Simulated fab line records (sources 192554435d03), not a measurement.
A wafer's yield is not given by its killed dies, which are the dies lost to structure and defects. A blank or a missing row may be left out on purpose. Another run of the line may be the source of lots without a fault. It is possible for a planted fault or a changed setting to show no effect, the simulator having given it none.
What tool caused it? -- flow n5_finfet -- 12 lots (36 wafers sampled), 1 step of a 1938-step route

## WHAT THE GAUGES SHOWED, per wafer
N5_BEOL_M2_CD_MEAS_11: target cd 16.79 nm.
lot,measured,on,cd_nm (nm)
L075,day 7 00:39,cd_sem-02,17.04 16.13 16.54
L077,day 7 03:04,cd_sem-01,16.45 16.72 16.80
L079,day 7 13:59,cd_sem-02,16.72 16.91 16.76
L081,day 8 08:48,cd_sem-02,16.86 16.59 16.95
L083,day 8 21:15,cd_sem-03,16.42 16.86 16.70
L085,day 9 08:56,cd_sem-01,16.82 16.75 16.37
L088,day 9 19:41,cd_sem-01,17.05 16.62 17.26
L089,day 10 06:25,cd_sem-03,16.60 16.55 16.41
L091,day 10 21:14,cd_sem-02,16.63 17.21 16.22
L093,day 11 07:14,cd_sem-03,16.86 16.94 17.07
L095,day 11 19:16,cd_sem-02,17.08 17.11 16.88
L097,day 12 02:42,cd_sem-01,17.20 16.84 16.10

## EACH LOT AND THE TOOL THAT RAN IT (in order: tool; ch and the chambers of the sampled wafers; start)
Record: no process step prior to these readings.

## THE ANSWER, worked out from the rows above alone
Rule: the lots themselves supply what counts as usual. The widest of any qualifying gaps counts: lots, ordered by their means at a reading, are off when they make up no more than a third of the lots, leave a main group of 4 or more, and stand apart from it by 3 or more times the standard deviation of that group's means. The tables above print the reading to a certain number of digits; a main group whose means all agree to those digits is not used. Also off: a lot with no number at a reading for which 4 or more lots have one. All remaining lots with rows at the step are treated as sound.
Across all readings shown, no lot is off: no conclusion can be drawn from this.

## WHAT HAD BEEN PUT IN BY THE SIMULATOR
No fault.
